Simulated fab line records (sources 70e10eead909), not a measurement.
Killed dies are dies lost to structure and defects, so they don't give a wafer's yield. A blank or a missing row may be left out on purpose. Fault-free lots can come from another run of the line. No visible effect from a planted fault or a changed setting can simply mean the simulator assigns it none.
Comparing a struck lot with a sound one + flow nandHarc + 10 steps out of a route of 1302
Sound: these wafers, L436.3, L436.4, L436.6. Wafers struck: L449.1, L449.3, L449.5. The cause is given at the end.
At each step with rows: each side's tool, then ch and its chambers, then its first start. Under that, the readings that differ: sound wafers + struck wafers + difference of the means + sigmas: that difference in standard deviations of wafers without a fault.
alike: words and numbers the same on both sides, and readings whose means are apart by under 2 such deviations; not compared: readings that were withheld, readings missing a value for some wafer, numbers with overlapping values and no deviation given by the record, and bounds like >300 which may hide the same value.
A row with sigmas, a row that says differs or no value, or rows on one side alone: a step with any of these is where the two part. Non-overlapping numbers with no deviation appear without sigmas and do not part them. A reading that every wafer of one side lacks parts them only if that side has two wafers or more.

first, 1 step without rows for these wafers: NHARC_A_WL_FILL_CVD_23 (deposits poly-Si, target thk 40 nm, time 800 s).
NHARC_A_WL_FILL_ETCHBACK_26: etches the open film in HBr, target depth 52 nm, time 13.3 s.
  sound on rieSi-05 ch 0,2, day 25 22:33; struck on rieSi-05 ch 0,2, day 30 04:36
  alike: drypumpMotorCurrentA, oesProductAu, throttleValvePct
  not compared: rfHoursCounterH
then, 2 steps without rows for these wafers: NHARC_A_WL_FILL_PRECLEAN_30 (cleans in dHF, time 10 s); NHARC_A_WL_FILL_SRD_14.
NHARC_A_WL_FILL_ALD_19: deposits TiN, target thk 2 nm, pulse time 3 s, ald cycles 100.
  sound on aldMetal-01 ch 1,2, day 25 22:49; struck on aldMetal-02 ch 0,2, day 30 04:53
  alike: heaterPowerW, precursorPulseHeightRel
NHARC_A_WL_FILL_CVD_20: deposits W, target thk 100 nm, time 74 s.
  sound: cvdW-02 ch 0,1; struck: cvdW-01 ch 0,1
  alike: heaterPowerW, throttleValvePct
NHARC_A_WL_FILL_CMP_12: polishes, t overpolish 30 s, target thk 100 nm.
  sound on cmp-04 ch 0,1,3, day 25 23:13; struck on cmp-03 ch 0,3, day 30 05:16
  alike: motorCurrentA, overpolishRunS, timeToEndpointS
after that, 1 step had no rows for these wafers: NHARC_A_WL_FILL_SRD_31.
NHARC_A_WL_FILL_INSPECT_15:
  sound on defectInspect-01, day 25 23:40; struck on defectInspect-01, day 30 05:45
  alike: rawDefectCount
NHARC_A_CONTACT_DEP_24: deposits SiO2, target thk 500 nm.
  sound on pecvd-04 ch 1,2, day 25 23:44; struck on pecvd-04 ch 0,1, day 30 05:53
  no value came back on the struck wafers for chamberPressureTorr (Torr), heaterPowerOuterW (W), heaterPowerW (W), throttleValvePct (%); on the sound wafers chamberPressureTorr (Torr) reads 6.498 6.517 6.504

## WHERE THEY PART
Within this record, at NHARC_A_CONTACT_DEP_24 only.

WHY: whatever the simulator had introduced
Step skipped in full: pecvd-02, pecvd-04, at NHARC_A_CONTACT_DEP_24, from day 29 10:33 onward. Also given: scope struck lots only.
